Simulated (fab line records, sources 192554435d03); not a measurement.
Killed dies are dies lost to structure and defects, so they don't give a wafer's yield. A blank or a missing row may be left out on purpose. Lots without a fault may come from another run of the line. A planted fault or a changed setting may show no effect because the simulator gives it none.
Chamber matching | flow n5_finfet | N5_MOL_CONTACT_COAG_DESCUM_13 on rie_diel-04: 4 sister chambers
The step chemistry O2, time 7 s. 16 wafers are shown with their chamber, then 8 later ones without.

WAFERS WITH THEIR CHAMBER
wafer  | chamber | showerhead_plenum_p_Torr (Torr) | throttle_valve_pct (%) | oes_product_au (a.u.)
L077.1 | 1       | 2.07                            | 20.33                  | 0.69
L077.4 | 3       | 2.24                            | 20.14                  | 0.96
L077.6 | 0       | 2.10                            | 20.27                  | 0.79
L079.1 | 3       | 2.24                            | 20.18                  | 0.95
L079.2 | 0       | 2.10                            | 20.27                  | 0.79
L079.6 | 0       | 2.10                            | 20.27                  | 0.79
L081.2 | 2       | 2.18                            | 20.56                  | 0.76
L081.4 | 0       | 2.09                            | 20.28                  | 0.78
L081.5 | 2       | 2.18                            | 20.55                  | 0.75
L080.1 | 1       | 2.06                            | 20.35                  | 0.69
L080.2 | 2       | 2.18                            | 20.54                  | 0.75
L080.4 | 2       | 2.18                            | 20.54                  | 0.76
L089.3 | 3       | 2.23                            | 20.20                  | 0.90
L089.5 | 0       | 2.09                            | 20.32                  | 0.78
L089.6 | 3       | 2.23                            | 20.20                  | 0.89
L091.2 | 1       | 2.06                            | 20.00                  | 0.93

SIGNATURES (means of the wafers above)
reading                  | chamber 0 | chamber 1 | chamber 2 | chamber 3 | scatter within a chamber
showerhead_plenum_p_Torr | 2.0960    | 2.0633    | 2.1800    | 2.2350    | 0.00489
throttle_valve_pct       | 20.2820   | 20.2267   | 20.5475   | 20.1800   | 0.0826
oes_product_au           | 0.7860    | 0.7700    | 0.7550    | 0.9250    | 0.0594
Rule: a wafer's distance from a chamber is the root of the sum, over the readings, of the square of ((its reading less the chamber's mean) divided by the reading's scatter). The wafer belongs to the nearest chamber; if the next one is less than 2 further off, it can't be placed. The scatter: the root of (the sum of the squares of (reading less its chamber's mean) over the shown wafers, divided by (wafers less chambers)).

WAFERS WITHOUT THEIR CHAMBER
wafer  | showerhead_plenum_p_Torr (Torr) | throttle_valve_pct (%) | oes_product_au (a.u.)
L091.3 | 2.17                            | 20.58                  | 0.74
L091.6 | 2.09                            | 20.32                  | 0.77
L095.2 | 2.23                            | 20.23                  | 0.88
L095.3 | 2.08                            | 20.32                  | 0.75
L095.4 | 2.06                            | 20.01                  | 0.89
L096.3 | 2.16                            | 20.61                  | 0.73
L096.5 | 2.05                            | 20.01                  | 0.90
L096.6 | 2.08                            | 20.32                  | 0.76

WHICH CHAMBER EACH WENT THROUGH
wafer  | from the rows above     | in truth
L091.3 | 2                       | 2
L091.6 | 0                       | 0
L095.2 | 3                       | 3
L095.3 | can't be placed: 0 or 1 | 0
L095.4 | 1                       | 1
L096.3 | 2                       | 2
L096.5 | 1                       | 1
L096.6 | can't be placed: 0 or 1 | 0
Placed correctly: 6 of 8. Can't be placed from these rows: 2 (the true chamber is among the candidates in 2). Placed wrongly: 0.
